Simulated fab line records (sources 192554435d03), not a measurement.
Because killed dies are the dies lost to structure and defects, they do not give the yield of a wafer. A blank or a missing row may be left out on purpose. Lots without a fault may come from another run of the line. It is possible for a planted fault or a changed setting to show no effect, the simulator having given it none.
fab line records	flow n5_finfet
record lots=9	wafers=22	last_day=19
route steps=1938 shown BEOL_M10@1504 PASSIVATION@1936
lots untouched by any fault: they come from a run of this same line in which no faults occurred
start_h: hours from the record's first day to the start of the lot's first wafer shown	wait_h: hours since the lot's step before	" unchanged from the row above	L1.1+2: a row that stands for several wafers	- no value, or no start given	* or withheld: withheld	< > ~ a bound
route shown NAME@n: NAME is a module with steps in the file, n the number in the route of the first one	usual: mean and standard deviation over wafers with no fault	same: alike in all rows	chamber/n: place in a boat	sites: per-site readings	_std_site: their standard deviation	_edge_site: outer sites' mean less inner sites'	radius_mm: how far each site lies from the wafer's centre	mask NAME#n: copy n	behind: the last tool/chamber to shape the wafer	hold: why the lot went on hold/how many hours it stayed there/how the hold came to an end	device: names the non-switching transistor (n, p or np)	end of line: the tests these same wafers got at the end of their route	where a step has no rows: the recipe by itself	killed: at the first sort, the dies lost to defects and structure; wafer yield is something else	map: the dies of a wafer, with x for killed, . for not killed, _ for no die there
set.NAME: the setting that was run; set.NAME@STEP: the one run at that earlier step	model.NAME: the simulator's own value behind a step, which no gauge read
one table for each step of the route and one row for each wafer, over a sample of lots
services: a tool's chamber out of use, with start hour (start_h, from the record's first day; less than 0 if before it), hours out, and reason
## steps
# step N5_BEOL_M10_INSPECT_30
# recipe mode=adi	inspect_instrument=brightfield
# usual raw_defect_count=463/94
lot.wafer	tool	chamber	start_h	wait_h	raw_defect_count
L822.3	defect_inspect-02	-	234.39	0.0	424
L822.4	"	-	"	"	428
L821.2	defect_inspect-02	-	234.55	0.0	439
L821.3	"	-	"	"	396
L821.5	"	-	"	"	420
L824.1	defect_inspect-02	-	286.94	0.0	352
L824.5	"	-	"	"	319
L831.2	defect_inspect-01	-	324.66	0.0	371
L831.4	"	-	"	"	385
L831.6	"	-	"	"	334
L833.1	defect_inspect-01	-	330.34	0.0	475
L833.2	"	-	"	"	376
L833.4	"	-	"	"	390
L835.1	defect_inspect-01	-	338.84	0.0	472
L835.4	"	-	"	"	649
L834.1	defect_inspect-01	-	342.99	0.0	523
L834.5	"	-	"	"	625
L841.1	defect_inspect-02	-	377.79	0.0	561
L841.2	"	-	"	"	347
L841.5	"	-	"	"	399
L844.1	defect_inspect-01	-	403.92	0.0	423
L844.4	"	-	"	"	395
# step N5_BEOL_M10_TRENCH_ETCH_37
# recipe chemistry=C4F6/O2	target_depth_a=1488.3	target=SiCOH_lowk	time_s=48	ion_energy_ev=250	pressure_mtorr=30	source_w=345	bias_w=185	Ar_flow_sccm=300	C4F6_flow_sccm=10	O2_flow_sccm=10
# usual O2_flow_sccm=10.002/0.028	bias_w=185.0/0.54	drypump_motor_current_A=5.7/0.43	oes_product_au=0.81/0.083	rf_fwd_power_W=341.8/1.3	rf_vpp_V=662/15	showerhead_plenum_p_Torr=2.86/0.081	throttle_valve_pct=20.91/0.25
lot.wafer	tool	chamber	start_h	wait_h	O2_flow_sccm	bias_w	drypump_motor_current_A	oes_product_au	rf_fwd_power_W	rf_hours_counter_h	rf_vpp_V	showerhead_plenum_p_Torr	throttle_valve_pct
L822.3	rie_diel-04	0	234.73	-	10.009	185.4	5.8	0.68	343.0	230	645	2.91	20.80
L822.4	"	3	"	"	9.991	185.6	5.9	0.89	344.6	36	695	2.87	20.79
L821.2	rie_diel-02	3	235.15	-	10.009	185.1	5.7	0.90	341.8	29	654	2.78	20.66
L821.3	"	0	"	"	9.982	184.4	6.3	0.81	340.5	101	648	2.87	21.22
L821.5	"	2	"	"	9.988	185.3	5.2	0.74	342.0	-	656	2.95	20.69
L824.1	rie_diel-02	0	287.29	-	10.026	185.4	6.3	0.77	341.6	119	647	2.86	21.24
L824.5	"	3	"	"	10.021	185.8	5.7	0.86	341.1	-	654	2.77	20.68
L831.2	rie_diel-04	3	325.12	-	10.028	211.2	6.0	0.86	342.5	67	770	2.85	20.86
L831.4	"	1	"	"	10.011	211.5	5.7	0.74	341.3	229	739	2.84	21.29
L831.6	"	1	"	"	9.982	211.8	5.7	0.75	342.0	-	740	2.84	21.26
L833.1	rie_diel-04	0	330.69	-	10.038	212.4	5.8	1.04	342.3	2	716	2.90	20.47
L833.2	"	2	"	"	9.970	211.4	6.2	0.88	340.9	53	736	3.01	20.86
L833.4	"	1	"	"	10.025	213.0	5.8	0.75	340.0	231	740	2.84	21.27
L835.1	rie_diel-02	0	339.19	-	9.966	184.8	6.3	0.77	341.9	137	646	2.85	21.27
L835.4	"	2	"	"	9.961	183.9	5.2	0.72	342.9	-	655	2.93	20.74
L834.1	rie_diel-02	2	345.04	-	9.945	184.5	5.2	0.72	340.7	184	654	2.93	20.74
L834.5	"	0	"	"	9.975	184.3	6.3	0.76	342.5	-	647	2.85	21.26
L841.1	rie_diel-02	1	378.45	-	10.030	184.8	5.5	0.86	341.6	59	669	2.79	21.03
L841.2	"	3	"	"	10.014	184.8	5.7	0.82	342.0	68	655	2.76	20.69
L841.5	"	2	"	"	10.031	185.5	5.3	0.70	340.2	-	654	2.92	20.77
L844.1	rie_diel-03	0	404.47	-	10.014	185.3	5.0	0.78	340.9	121	675	2.84	20.92
L844.4	"	1	"	"	10.028	185.4	5.8	0.87	340.4	42	658	2.78	20.55
# step N5_BEOL_M10_ETCH_41
# recipe chemistry=CH3F/O2	target=SiCN	target_depth_a=426	taper_deg=2	time_s=86	ion_energy_ev=120	mask_material=TiN	pressure_mtorr=30	source_w=395	bias_w=75	Ar_flow_sccm=150	CH3F_flow_sccm=30	O2_flow_sccm=20
# usual O2_flow_sccm=20.00/0.063	bias_w=75.03/0.24	drypump_motor_current_A=5.7/0.43	oes_product_au=0.81/0.083	rf_fwd_power_W=392.5/1.3	rf_vpp_V=297.5/1.6	showerhead_plenum_p_Torr=2.01/0.06	throttle_valve_pct=16.30/0.23
lot.wafer	tool	chamber	start_h	wait_h	O2_flow_sccm	bias_w	drypump_motor_current_A	oes_product_au	rf_fwd_power_W	rf_hours_counter_h	rf_vpp_V	showerhead_plenum_p_Torr	throttle_valve_pct
L822.3	rie_diel-04	0	-	-	20.02	74.60	5.8	0.68	392.6	230	298.5	2.05	16.29
L822.4	"	3	"	"	19.85	75.11	6.0	0.88	392.6	36	298.2	2.02	16.22
L821.2	rie_diel-02	3	-	-	20.04	74.56	5.7	0.91	390.7	29	296.5	1.96	16.06
L821.3	"	0	"	"	19.92	75.45	6.3	0.80	390.5	101	299.6	2.02	16.56
L821.5	"	2	"	"	19.97	75.23	5.3	0.75	393.7	-	300.4	2.08	16.13
L824.1	rie_diel-02	0	-	-	19.92	74.45	6.3	0.77	394.4	119	297.1	2.01	16.60
L824.5	"	3	"	"	20.04	74.98	5.7	0.86	391.6	-	297.2	1.95	16.09
L831.2	rie_diel-04	3	-	-	20.05	75.22	6.0	0.84	390.9	67	298.4	2.01	16.27
L831.4	"	1	"	"	20.12	74.82	5.7	0.73	394.1	229	297.0	1.99	16.62
L831.6	"	1	"	"	20.08	75.04	5.7	0.72	392.6	-	297.9	1.99	16.64
L833.1	rie_diel-04	0	-	-	20.04	75.18	5.8	1.00	392.4	2	297.1	2.04	15.84
L833.2	"	2	"	"	20.07	75.00	6.2	0.86	390.1	53	299.2	2.12	16.19
L833.4	"	1	"	"	19.90	74.94	5.7	0.73	392.5	231	295.4	1.99	16.66
L835.1	rie_diel-02	0	-	-	19.98	75.21	6.4	0.77	392.7	137	299.5	2.00	16.65
L835.4	"	2	"	"	20.06	75.18	5.2	0.72	392.3	-	297.3	2.07	16.21
L834.1	rie_diel-02	2	-	-	20.02	74.85	5.2	0.72	394.5	184	299.4	2.07	16.20
L834.5	"	0	"	"	19.94	75.55	6.3	0.77	391.7	-	296.1	2.00	16.65
L841.1	rie_diel-02	1	-	-	19.93	75.35	5.5	0.87	393.8	59	295.8	1.96	16.39
L841.2	"	3	"	"	19.98	74.68	5.7	0.83	393.0	68	295.8	1.94	16.13
L841.5	"	2	"	"	20.06	74.99	5.2	0.70	393.8	-	299.4	2.06	16.24
L844.1	rie_diel-03	0	-	-	19.99	75.24	5.0	0.76	392.2	121	296.4	2.00	16.33
L844.4	"	1	"	"	20.04	74.69	5.8	0.86	393.0	42	295.9	1.95	15.92
# step N5_BEOL_M10_STRIP_77
# recipe chemistry=N2/H2	time_s=10	power_w=450	temp_c=40	pressure_mtorr=20	rf_frequency_hz=6e+07	bias_power_w=7	n2_flow_sccm=200	h2_flow_sccm=200
# usual drypump_motor_current_A=5.7/0.43	h2_flow_sccm=200.0/0.58	oes_product_au=0.82/0.088	rf_vpp_V=59.3/0.85	showerhead_plenum_p_Torr=2.55/0.079	temp_c=39.98/0.12	throttle_valve_pct=23.53/0.28
lot.wafer	tool	chamber	start_h	wait_h	drypump_motor_current_A	h2_flow_sccm	oes_product_au	rf_hours_counter_h	rf_vpp_V	showerhead_plenum_p_Torr	temp_c	throttle_valve_pct
L822.3	rie_diel-04	0	-	-	5.8	200.4	0.69	230	59.2	2.64	39.97	23.82
L822.4	"	3	"	"	6.0	199.7	0.89	36	60.7	2.60	40.08	23.66
L821.2	rie_diel-02	3	-	-	5.7	199.2	0.89	29	59.2	2.45	39.85	22.97
L821.3	"	0	"	"	6.3	200.0	0.79	101	59.0	2.53	39.98	23.45
L821.5	"	2	"	"	5.3	198.9	0.74	-	60.4	2.63	40.13	23.46
L824.1	rie_diel-02	0	-	-	6.4	198.9	0.77	119	59.1	2.53	39.88	23.47
L824.5	"	3	"	"	5.7	199.4	0.86	-	58.1	2.45	39.86	22.98
L831.2	rie_diel-04	3	-	-	6.0	201.5	0.86	67	59.1	2.59	39.80	23.69
L831.4	"	1	"	"	5.7	199.9	0.73	229	60.3	2.52	40.03	23.85
L831.6	"	1	"	"	5.7	200.3	0.73	-	59.4	2.52	40.17	23.84
L833.1	rie_diel-04	0	-	-	5.8	200.6	1.00	2	60.4	2.63	40.02	23.51
L833.2	"	2	"	"	6.2	199.6	0.87	53	60.2	2.68	39.99	23.45
L833.4	"	1	"	"	5.7	200.2	0.73	231	60.1	2.52	40.16	23.85
L835.1	rie_diel-02	0	-	-	6.3	199.4	0.76	137	58.6	2.52	40.02	23.48
L835.4	"	2	"	"	5.2	200.1	0.72	-	59.3	2.61	39.97	23.50
L834.1	rie_diel-02	2	-	-	5.2	199.6	0.72	184	58.4	2.61	39.87	23.51
L834.5	"	0	"	"	6.3	200.0	0.76	-	58.6	2.52	39.98	23.50
L841.1	rie_diel-02	1	-	-	5.5	198.8	0.88	59	57.9	2.49	40.13	24.00
L841.2	"	3	"	"	5.7	200.4	0.83	68	59.3	2.44	39.82	23.01
L841.5	"	2	"	"	5.2	199.9	0.71	-	59.3	2.61	40.00	23.53
L844.1	rie_diel-03	0	-	-	5.0	200.4	0.76	121	60.3	2.52	39.88	23.25
L844.4	"	1	"	"	5.9	199.4	0.88	42	59.2	2.48	39.98	23.36
# step N5_BEOL_M10_OCD_MEAS_38
# usual trench_depth_nm=149.3/2.4
lot.wafer	tool	chamber	start_h	wait_h	trench_depth_nm
L822.3	ocd-02	-	234.92	-	146.1
L822.4	"	-	"	"	148.0
L821.2	ocd-01	-	235.34	-	152.0
L821.3	"	-	"	"	148.8
L821.5	"	-	"	"	149.1
L824.1	ocd-02	-	287.47	-	146.6
L824.5	"	-	"	"	147.1
L831.2	ocd-01	-	325.31	-	154.9
L831.4	"	-	"	"	161.6
L831.6	"	-	"	"	159.7
L833.1	ocd-02	-	330.87	-	165.0
L833.2	"	-	"	"	158.0
L833.4	"	-	"	"	161.3
L835.1	ocd-01	-	339.37	-	150.3
L835.4	"	-	"	"	148.9
L834.1	ocd-01	-	345.22	-	148.6
L834.5	"	-	"	"	148.4
L841.1	ocd-02	-	378.63	-	150.5
L841.2	"	-	"	"	147.9
L841.5	"	-	"	"	148.2
L844.1	ocd-02	-	404.65	-	151.3
L844.4	"	-	"	"	148.4
# step N5_BEOL_M10_THK_MEAS_53
# recipe thk_meas_gauge=xrf	reads=Cu_of_BEOL_M10_ECD_50
# usual M10_THK=139.0/2.9
lot.wafer	tool	chamber	start_h	wait_h	M10_THK[nm]
L822.3	film_metro-01	-	239.06	-	137.5
L822.4	"	-	"	"	140.4
L821.2	film_metro-02	-	239.29	-	144.1
L821.3	"	-	"	"	140.3
L821.5	"	-	"	"	139.3
L824.1	film_metro-01	-	290.26	-	134.5
L824.5	"	-	"	"	135.7
L831.2	film_metro-01	-	328.00	-	146.6
L831.4	"	-	"	"	149.3
L831.6	"	-	"	"	151.0
L833.1	film_metro-01	-	333.14	-	152.5
L833.2	"	-	"	"	148.3
L833.4	"	-	"	"	150.1
L835.1	film_metro-01	-	341.79	-	140.9
L835.4	"	-	"	"	139.5
L834.1	film_metro-01	-	348.49	-	139.1
L834.5	"	-	"	"	139.0
L841.1	film_metro-01	-	380.93	-	141.8
L841.2	"	-	"	"	139.1
L841.5	"	-	"	"	140.2
L844.1	film_metro-02	-	407.08	-	140.7
L844.4	"	-	"	"	136.1
# step N5_BEOL_M10_RS_MEAS_57
# recipe thk_meas_gauge=four-point-probe	reads=Cu_of_BEOL_M10_ECD_50+Co_of_BEOL_M10_CVD_75+TaN_of_BEOL_M10_ALD_74
# usual M10_RS=0.150/0.0031
lot.wafer	tool	chamber	start_h	wait_h	M10_RS[ohm/sq]
L822.3	film_metro-02	-	239.20	0.1	0.154
L822.4	"	-	"	"	0.150
L821.2	film_metro-02	-	239.42	0.1	0.146
L821.3	"	-	"	"	0.150
L821.5	"	-	"	"	0.151
L824.1	film_metro-02	-	290.42	0.1	0.153
L824.5	"	-	"	"	0.153
L831.2	film_metro-01	-	328.13	0.1	0.142
L831.4	"	-	"	"	0.139
L831.6	"	-	"	"	0.136
L833.1	film_metro-01	-	333.27	0.1	0.135
L833.2	"	-	"	"	0.140
L833.4	"	-	"	"	0.138
L835.1	film_metro-01	-	341.93	0.1	0.148
L835.4	"	-	"	"	0.150
L834.1	film_metro-02	-	348.62	0.1	0.152
L834.5	"	-	"	"	0.151
L841.1	film_metro-01	-	381.06	0.1	0.149
L841.2	"	-	"	"	0.152
L841.5	"	-	"	"	0.151
L844.1	film_metro-01	-	407.21	0.1	0.148
L844.4	"	-	"	"	0.153
# step N5_PASSIVATION_PROBE_49
# usual defect_limited_yield=91.2/1.4	killed_at_M0_to_M3=34/9.3	killed_at_M4_up=14/5.9	killed_at_contacts=14/5.7	killed_at_front_end=38/10	killed_at_other=4/3.2	killed_dies=104/17	killed_open=67/13	killed_short=33/6.9	sort_bin_5_function=5.2/1	sort_bin_6_memory=3.3/0.61	sort_bin_8_speed=0.3/1.8	sort_n_pass=1069/52	sort_yield_pct=91/4.4
# same gross_dies=1180	killed_at_back_side=0	sort_bin_4_leakage[%]=0
lot.wafer	tool	chamber	start_h	wait_h	defect_limited_yield[%]	killed_at_M0_to_M3	killed_at_M4_up	killed_at_contacts	killed_at_front_end	killed_at_other	killed_dies	killed_open	killed_short	sort_bin_5_function[%]	sort_bin_6_memory[%]	sort_bin_8_speed[%]	sort_n_pass	sort_yield_pct[%]
L833.1	prober-01	-	380.70	0.0	87.3	39	14	57	38	2	150	79	31	9.0	3.4	1.4	1013	86
# killed by level:class
L833.1 MOL_CONTACT_COAG:area_etch=34 MOL_CONTACT_COAG:geometric_particle:open=17 FIN_SAQP:geometric_particle:open=12 BEOL_M0_SAQP:geometric_particle:open=11 BEOL_M0_SAQP:geometric_particle:short=7 BEOL_M3:geometric_particle:open=6 MOL_CONTACT_COAG:geometric_particle:short=5 BEOL_M2:geometric_particle:open=5
## services
tool	chamber	start_h	hours	kind
rie_diel-04	2	244.17	16.4	repair
rie_diel-03	1	263.46	-	clean
rie_diel-03	1	263.46	-	consumable_replace:focus_ring
rie_diel-02	1	286.15	11.8	repair
rie_diel-04	0	302.78	-	clean
rie_diel-04	0	302.78	-	consumable_replace:focus_ring
rie_diel-04	0	302.78	21.6	scheduled_down
rie_diel-04	0	302.78	21.6	vent_cycle
rie_diel-02	3	333.88	28.2	repair
rie_diel-03	1	359.08	5.1	repair
rie_diel-03	2	376.64	-	clean
rie_diel-03	2	376.64	-	consumable_replace:focus_ring
rie_diel-03	2	376.64	-	consumable_replace:showerhead
rie_diel-03	2	376.64	19.1	scheduled_down
rie_diel-03	2	376.64	19.1	vent_cycle
rie_diel-04	1	382.68	-	clean
rie_diel-04	1	382.68	-	consumable_replace:focus_ring
rie_diel-04	1	382.68	23.1	scheduled_down
rie_diel-04	1	382.68	23.1	vent_cycle
rie_diel-04	2	395.37	6.0	repair
rie_diel-02	-	402.40	1.1	repair
## key
first_sign step=N5_BEOL_M10_TRENCH_ETCH_37	reading=bias_w	direction=up	sigmas=50	usual=*	struck=*
effect step=N5_BEOL_M10_TRENCH_ETCH_37	reading=rf_vpp_V	direction=up	sigmas=5.3	usual=662	struck=740
effect step=N5_BEOL_M10_OCD_MEAS_38	reading=trench_depth_nm	direction=up	sigmas=4.6	usual=149.3	struck=160.1
effect step=N5_BEOL_M10_THK_MEAS_53	reading=M10_THK	direction=up	sigmas=3.7	usual=139.0	struck=149.6
effect step=N5_BEOL_M10_RS_MEAS_57	reading=M10_RS	direction=down	sigmas=3.9	usual=0.150	struck=0.138
met_at N5_BEOL_M10_TRENCH_ETCH_37
struck_lots L831,L833
baseline_loss step=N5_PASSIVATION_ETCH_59	wafers=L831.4
baseline_loss step=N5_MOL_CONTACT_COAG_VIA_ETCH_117	wafers=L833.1
not_acting_at N5_BEOL_M10_INSPECT_30,N5_BEOL_M10_ETCH_41,N5_BEOL_M10_STRIP_77
onset_between 234.73 325.12
fault kind=process_parameter_drift	tool=rie_diel-04	chamber=-	onset_h=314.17	steps=N5_BEOL_M10_TRENCH_ETCH_37	channel=bias_w	offset=*	shape=step	end_h=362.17	acts_in=*	stated=*
# baseline_loss: these wafers lose ten dies or more at that step, a loss of the line's own and not of a fault; the sort's usual values leave them out
